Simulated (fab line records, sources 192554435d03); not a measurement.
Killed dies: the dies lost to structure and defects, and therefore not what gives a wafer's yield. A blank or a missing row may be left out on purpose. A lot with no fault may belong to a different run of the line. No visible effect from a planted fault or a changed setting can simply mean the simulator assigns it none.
Split-lot experiment | flow n5Finfet | on a route of 1938 steps: 7 lots, 39 wafers read

== ON THE SPLIT ==
At N5_HKMG_FIN_ETCH_35 (etches SOC in N2/H2, target depth 215.8 nm, time 243.4 s), the setting timeS was moved away from the recipe's 243.4 s on 6 of the 39 wafers read, by -16.7% to +18.0%. All remaining wafers had this setting at the recipe value.

Reading taken at the split's own step.

== THE READING ==
SOC_of_HKMG_FIN_COAT_29.thkNm (the simulator's own value, which no gauge read), in nm, at N5_HKMG_FIN_ETCH_35 (etches SOC in N2/H2, target depth 215.8 nm, time 243.4 s). The file gives no usual value for it. The 33 wafers here that ran the recipe average 84.4 nm, standard deviation 2.4 nm.

wafer  | tool, chamber at the split | timeS as run, s | against the recipe | SOC_of_HKMG_FIN_COAT_29.thkNm, nm | against lot-mates on the recipe
L078.1 | rieDiel-05, 3              | 202.8           | -16.7%             | 121.8                             | +38.7
L078.2 | rieDiel-05, 0              | 202.8           | -16.7%             | 118.8                             | +35.7
L078.3 | rieDiel-05, 2              | 202.8           | -16.7%             | 118.4                             | +35.3
L078.4 | rieDiel-05, 1              | 243.4           | recipe             | 84                                | -
L078.5 | rieDiel-05, 1              | 243.4           | recipe             | 82                                | -
L078.6 | rieDiel-05, 0              | 243.4           | recipe             | 83.2                              | -
L080.1 | rieDiel-04, 3              | 243.4           | recipe             | 89.2                              | -
L080.2 | rieDiel-04, 0              | 243.4           | recipe             | 86.2                              | -
L080.3 | rieDiel-04, 1              | 243.4           | recipe             | 87.6                              | -
L080.4 | rieDiel-04, 2              | 243.4           | recipe             | 82                                | -
L080.5 | rieDiel-04, 0              | 243.4           | recipe             | 85.8                              | -
L080.6 | rieDiel-04, 3              | 243.4           | recipe             | 88                                | -
L086.1 | rieDiel-04, 2              | 243.4           | recipe             | 79                                | -
L086.2 | rieDiel-04, 0              | 243.4           | recipe             | 85.8                              | -
L086.3 | rieDiel-04, 3              | 243.4           | recipe             | 83.2                              | -
L086.4 | rieDiel-04, 1              | 243.4           | recipe             | 84.6                              | -
L086.5 | rieDiel-04, 1              | 243.4           | recipe             | 88.2                              | -
L086.6 | rieDiel-04, 0              | 243.4           | recipe             | 83.4                              | -
L089.1 | rieDiel-02, 1              | 243.4           | recipe             | 83.2                              | -
L089.2 | rieDiel-02, 0              | 243.4           | recipe             | 84                                | -
L089.3 | rieDiel-02, 3              | 243.4           | recipe             | 87                                | -
L089.4 | rieDiel-02, 2              | 243.4           | recipe             | 80.8                              | -
L089.5 | rieDiel-02, 2              | 243.4           | recipe             | 84                                | -
L089.6 | rieDiel-02, 1              | 243.4           | recipe             | 84                                | -
L093.1 | rieDiel-05, 2              | 243.4           | recipe             | 83.8                              | -
L093.2 | rieDiel-05, 3              | 287.2           | +18.0%             | 47.4                              | -34.8
L093.3 | rieDiel-05, 1              | 243.4           | recipe             | 79.4                              | -
L093.4 | rieDiel-05, 0              | 243.4           | recipe             | 83.4                              | -
L093.5 | rieDiel-05, 2              | 287.2           | +18.0%             | 46.4                              | -35.8
L093.6 | rieDiel-05, 1              | 287.2           | +18.0%             | 43.8                              | -38.4
L095.3 | rieDiel-05, 3              | 243.4           | recipe             | 86.2                              | -
L095.5 | rieDiel-05, 3              | 243.4           | recipe             | 87.8                              | -
L095.6 | rieDiel-05, 2              | 243.4           | recipe             | 82.8                              | -
L094.1 | rieDiel-05, 2              | 243.4           | recipe             | 83.2                              | -
L094.2 | rieDiel-05, 3              | 243.4           | recipe             | 86.6                              | -
L094.3 | rieDiel-05, 0              | 243.4           | recipe             | 84.4                              | -
L094.4 | rieDiel-05, 0              | 243.4           | recipe             | 84.2                              | -
L094.5 | rieDiel-05, 2              | 243.4           | recipe             | 83.2                              | -
L094.6 | rieDiel-05, 3              | 243.4           | recipe             | 85.6                              | -

FIT RESULTS
A straight line over all 39 wafers: SOC_of_HKMG_FIN_COAT_29.thkNm changes by -2.13 nm for each +1% of timeS; r = -0.99; the points scatter about the line by 2.3 nm.
The same after taking each lot's own level away (the mean of its wafers on the recipe; 39 wafers): -2.1 nm for each +1%; r = -0.99; scatter 2.1 nm.
On that fit, the largest move of timeS shifts the reading by 38 nm.
Across the lots, their own levels run from 82.20 to 86.47 nm, a range of 1.8 times the standard deviation given above.
The two slopes are in agreement: the lot-to-lot level therefore moves the slope only a little.
Check: with one of the wafers moved furthest among these (+18.0%) left out of the fit, the line predicts -38.3 nm for it against its lot-mates. It came out at -34.8 nm against them.

== FURTHER SPLITS ON THESE WAFERS ==
Before the reading, these wafers also passed through other splits. Each is held against what the fit with the lots' levels taken away leaves over:
other split on the same wafers | wafers away from the commonest value | r with SOC_of_HKMG_FIN_COAT_29.thkNm (lot level and that fit taken away)
N5_FIN_SAQP_HM_DEP_03 timeS    | 15                                   | -0.17
N5_FIN_SAQP_ETCH_52 sourceW    | 15                                   | +0.23
N5_DUMMY_GATE_ETCH_42 biasW    | 15                                   | +0.00
N5_HKMG_FIN_ETCH_58 sourceW    | 12                                   | -0.17

== THE WHOLE CHAIN: every reading that the file lists as answering this split, in the file's order ==
step                | what it does                                             | reading                                                                        | change (the file's fit)              | r (the file's)
N5_HKMG_FIN_ETCH_35 | etches SOC in N2/H2, target depth 215.8 nm, time 243.4 s | HKMG_FIN.featureDepthNm (the simulator's own value, which no gauge read)       | +2.13 nm for each +1% of the setting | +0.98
N5_HKMG_FIN_ETCH_35 | etches SOC in N2/H2, target depth 215.8 nm, time 243.4 s | etch.depthNm (the simulator's own value, which no gauge read)                  | +2.13 nm for each +1% of the setting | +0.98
N5_HKMG_FIN_ETCH_35 | etches SOC in N2/H2, target depth 215.8 nm, time 243.4 s | SOC_of_HKMG_FIN_COAT_29.thkNm (the simulator's own value, which no gauge read) | -2.1 nm for each +1% of the setting  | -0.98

== FILE'S OWN FIT ==
SOC_of_HKMG_FIN_COAT_29.thkNm changes by -2.1 nm for each +1% of timeS, r = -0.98.
